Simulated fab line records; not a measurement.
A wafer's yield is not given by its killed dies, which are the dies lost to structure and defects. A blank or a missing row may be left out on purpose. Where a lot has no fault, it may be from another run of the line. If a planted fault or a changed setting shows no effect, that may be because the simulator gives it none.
Matching of chambers	flow n5Finfet	rieDiel-01 running N5_BEOL_M1_ETCH_74: 4 sister chambers
The step etches underlayer in N2/H2, target depth 6.5 nm, time 5.2 s. 16 wafers are shown with their chamber, then 8 later ones without.

== EACH WAFER AND ITS CHAMBER ==
wafer	chamber	drypumpMotorCurrentA (A)	showerheadPlenumPTorr (Torr)	throttleValvePct (%)
L075.1	3	4.7	2.47	17.61
L075.2	2	4.9	2.48	17.64
L075.3	1	5.8	2.45	17.56
L075.4	0	5.7	2.66	18.09
L075.5	2	5.0	2.48	17.67
L075.6	3	4.7	2.47	17.64
L081.3	3	4.7	2.47	17.65
L081.4	0	5.7	2.65	18.12
L081.5	3	4.7	2.47	17.65
L082.2	3	4.7	2.47	17.62
L082.3	1	5.8	2.44	17.58
L082.6	3	4.7	2.47	17.63
L083.3	0	5.7	2.65	18.13
L083.4	1	5.8	2.44	17.59
L083.5	2	4.9	2.48	17.68
L093.3	2	4.9	2.47	17.70

SIGNATURES, as means of the wafers listed above
reading	chamber 0	chamber 1	chamber 2	chamber 3	scatter within a chamber
drypumpMotorCurrentA	5.700	5.800	4.925	4.700	0.025
showerheadPlenumPTorr	2.6533	2.4433	2.4775	2.4700	0.00417
throttleValvePct	18.1133	17.5767	17.6725	17.6333	0.0195
Rule: for a wafer and a chamber, the distance is found by dividing, reading by reading, the gap between the wafer's reading and the chamber's mean by the reading's scatter, squaring, summing and taking the root. The wafer belongs to the nearest chamber; if the next one is less than 2 further off, it can't be placed. The scatter: the root of (the sum of the squares of (reading less its chamber's mean) over the shown wafers, divided by (wafers less chambers)).

== WAFERS WITH NO CHAMBER GIVEN ==
wafer	drypumpMotorCurrentA (A)	showerheadPlenumPTorr (Torr)	throttleValvePct (%)
L093.4	5.7	2.64	18.13
L093.6	4.9	2.47	17.71
L094.1	5.8	2.64	18.15
L094.4	5.8	2.43	17.63
L094.6	5.8	2.64	18.17
L097.2	5.8	2.43	17.59
L097.3	5.7	2.64	18.18
L097.6	4.7	2.46	17.67

== CHAMBER TAKEN BY EACH ==
wafer	from the rows above	in truth
L093.4	0	0
L093.6	2	2
L094.1	0	0
L094.4	1	1
L094.6	0	0
L097.2	1	1
L097.3	0	0
L097.6	3	3
8 of 8 placed correctly. Can't be placed from these rows: 0. Wrongly placed: 0.
